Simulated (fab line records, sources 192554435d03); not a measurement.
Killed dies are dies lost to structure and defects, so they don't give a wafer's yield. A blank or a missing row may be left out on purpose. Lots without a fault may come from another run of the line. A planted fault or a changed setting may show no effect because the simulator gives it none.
A struck lot beside a sound one | flow n5_finfet | 14 steps out of a route of 1938
Sound: wafers L505.2, L505.4, L505.6. Struck: wafer L523.3. (L523.2, L523.6 of the same lot were not struck and are left out.) The cause comes at the end.
At each step with rows: each side's tool, then ch and its chambers, then its first start. Under that, the readings that differ: sound wafers | struck wafers | difference of the means | sigmas: that difference in standard deviations of wafers without a fault.
alike: readings whose means differ by less than 2 such deviations, and words and numbers that are the same on both sides. not compared: withheld readings, readings that some wafer has no value for, bounds like >300 that may hide the same value, and numbers for which the record gives no deviation and whose values overlap.
The two part at a step that has a row with sigmas, a row that says differs or no value, or rows on one side only. Numbers that don't overlap but have no deviation are shown without sigmas and don't part them. A reading that every wafer of one side lacks parts them only if that side has two wafers or more.

N5_BEOL_M15_OVL_MEAS_11:
  sound on overlay-02 ch 0, day 11 08:29; struck on overlay-01 ch 0, day 18 04:51
  alike: V14_OVL
N5_BEOL_M15_INSPECT_12: inspects for defects (macro).
  sound on defect_inspect-02, day 11 08:30; struck on defect_inspect-02, day 18 04:52
  alike: raw_defect_count
N5_BEOL_M15_DESCUM_15: chemistry O2, time 7.9 s.
  sound on rie_diel-05 ch 0,2,3, day 11 09:02; struck on rie_diel-05 ch 1, day 18 04:54
  alike: drypump_motor_current_A, oes_product_au, rf_vpp_V, showerhead_plenum_p_Torr, throttle_valve_pct
  not compared: rf_hours_counter_h
N5_BEOL_M15_ETCH_59: etches BARC in N2/H2, target depth 89 nm, overetch 26.7 nm, time 67.9 s.
  sound on rie_diel-05 ch 0,2,3, day 11 09:04; struck on rie_diel-05 ch 1, day 18 04:56
  alike: drypump_motor_current_A, oes_product_au, rf_vpp_V, showerhead_plenum_p_Torr, throttle_valve_pct
  not compared: rf_hours_counter_h
N5_BEOL_M15_VIA_ETCH_16: etches SiO2 in C4F8/O2/Ar, target depth 1792.2 nm.
  sound on rie_diel-05 ch 0,2,3, day 11 09:07; struck on rie_diel-05 ch 1, day 18 04:59
  alike: drypump_motor_current_A, he_inner_torr, oes_product_au, rf_vpp_V, showerhead_plenum_p_Torr, throttle_valve_pct
N5_BEOL_M15_STRIP_63: strips in O2.
  sound on rie_diel-05 ch 0,2,3; struck on rie_diel-05 ch 1
  reading                         | sound          | struck | difference | sigmas
  showerhead_plenum_p_Torr (Torr) | 2.23 1.97 2.14 | 1.97   | -0.14      | -2
  alike: drypump_motor_current_A, oes_product_au, rf_vpp_V, throttle_valve_pct
  not compared: rf_hours_counter_h
then, 3 steps without rows for these wafers: N5_BEOL_M15_STRIP_64 (strips in O2); N5_BEOL_M15_STRIP_65 (strips in post etch residue remover, time 60 s); N5_BEOL_M15_SRD_66 (time 30 s, dry time 30 s).
N5_BEOL_M15_CD_MEAS_17: target cd 360 nm.
  sound on cd_sem-03, day 11 09:32; struck on cd_sem-03, day 18 05:24
  alike: cd_nm
then, 1 step without rows for these wafers: N5_BEOL_M15_COAT_56 (time 60 s, resist thk 550 nm).
N5_BEOL_M15_ETCH_57: etches SOC in N2/H2, time 750 s.
  sound on rie_diel-06 ch 1,3, day 11 09:38; struck on rie_diel-05 ch 0, day 18 05:30
  reading                         | sound             | struck | difference | sigmas
  drypump_motor_current_A (A)     | 5.4 5.4 5.3       | 6.7    | +1.3       | +2
  oes_product_au (a.u.)           | 0.71 0.72 0.71    | 0.91   | +0.20      | +2
  rf_vpp_V (V)                    | 523.2 522.9 522.2 | 528.7  | +5.9       | +2
  showerhead_plenum_p_Torr (Torr) | 2.51 2.52 2.51    | 2.69   | +0.18      | +2
  alike: throttle_valve_pct
  not compared: rf_hours_counter_h
N5_BEOL_M15_COAT_60: time 60 s, resist thk 89 nm.
  sound on litho_track-02 ch 0, day 11 10:09; struck on litho_track-03 ch 0, day 18 06:00
  reading                     | sound             | struck | difference | sigmas
  dispense_pressure_kPa (kPa) | 53.3 53.3 53.2    | 47.0   | -6.3       | -2
  heater_power_total_W (W)    | 392.6 389.8 392.6 | 422.4  | +30.7      | +24
  run_length_s (s)            | 66.22 66.20 66.16 | 59.45  | -6.74      | -37
then, 1 step without rows for these wafers: N5_BEOL_M15_COAT_22 (resist thk 800 nm).

WHERE THEY PART
First at N5_BEOL_M15_STRIP_63; last, within this record, at N5_BEOL_M15_COAT_60.

WHY: what the simulator had put in
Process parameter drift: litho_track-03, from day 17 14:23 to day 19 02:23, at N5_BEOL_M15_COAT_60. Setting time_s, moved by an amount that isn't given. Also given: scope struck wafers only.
